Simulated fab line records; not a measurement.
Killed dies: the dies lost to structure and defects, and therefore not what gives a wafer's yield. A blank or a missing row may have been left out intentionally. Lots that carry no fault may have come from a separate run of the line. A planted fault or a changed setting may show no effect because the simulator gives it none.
Problem report in the 8D (eight disciplines) form, filled by code ; flow n5Finfet ; the parts of the form that need people (team, actions taken, sign-off) are left out

== 1. THE PROBLEM ==
plateTempC at N5_BEOL_M1_COAT_67 reads a mean of 244.47 C on 9 wafers of 3 lots; wafers without a fault read 250.00 C with a standard deviation of 0.19. That is -29 standard deviations from the usual mean.
The step: time 60 s, resist thk 60 nm.
Seen first at day 10 03:53 on lithoTrack-05, wafer L939.2. The record holds 30 wafers of 10 lots with a number at this step. By rule, "out" or "out of limits" means more than 4 standard deviations away from the usual mean. All remaining wafers that have a number are taken as sound.

== 2. WHAT THIS IS AND IS NOT ==
question;is;is not
which readings at this step;plateTempC, heaterPowerTotalW;-
which lots;L939, L940, L945;L924, L926, L927, L928, L929, L934, L935
which wafers of those lots;all that have a number;-
read on which tools;lithoTrack-05;lithoTrack-01, lithoTrack-03
when;from day 10 03:53;up to then (21 sound wafers)

== 3. THE SUSPECTS, EACH WITH WHAT RULES IT OUT ==
Counting: any tool at a process step up to the reading is kept as a suspect provided that every lot that is out went through it and no sound lot did after the first of them.
- lithoTrack-05 at N5_BEOL_M1_COAT_67 (time 60 s, resist thk 60 nm): kept. Every lot that is out went through it, starting with L939 (day 10 03:53), and after that it ran no sound lot; the last sound lot it ran before then is L935 (day 9 02:47). Its own readings are out on those wafers: heaterPowerTotalW, plateTempC.
Remaining after the count: lithoTrack-05 at N5_BEOL_M1_COAT_67.

== 4. THE CAUSE (what the simulator had put in) ==
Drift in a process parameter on lithoTrack-05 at N5_BEOL_M1_COAT_67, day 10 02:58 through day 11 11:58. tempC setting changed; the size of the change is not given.
Only this tool survived the counting.

== 5. SEQUENCE OF EFFECTS, ordered by route ==
One row per reading whose mean, taken over the struck wafers that have a number, lies over 3 standard deviations from the usual. Scope: only readings with a usual standard deviation given in the record; hours: median across lots of the time from each lot's start at the first step in this table that gives one to its start at this step; sigmas: change in usual standard deviations.
hours;step;reading;usual;on struck wafers;change;sigmas
0;N5_BEOL_M1_COAT_67;heaterPowerTotalW;500.3 W;487.3;-13.0;-7.2
0;N5_BEOL_M1_COAT_67;plateTempC;250.00 C;244.47;-5.53;-29
Here are the process steps it includes:
- N5_BEOL_M1_COAT_67: time 60 s, resist thk 60 nm.
Later steps that measure or inspect, where all struck wafers having a row at the step show a number for every such reading and not one has moved that far: N5_BEOL_M1_CD_MEAS_28, N5_BEOL_M4_RC_MEAS_101.

== 6. WHAT WOULD HAVE CAUGHT IT SOONER ==
In this record the first reading out of limits was taken at day 10 03:53, 1 hour after the fault began at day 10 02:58.
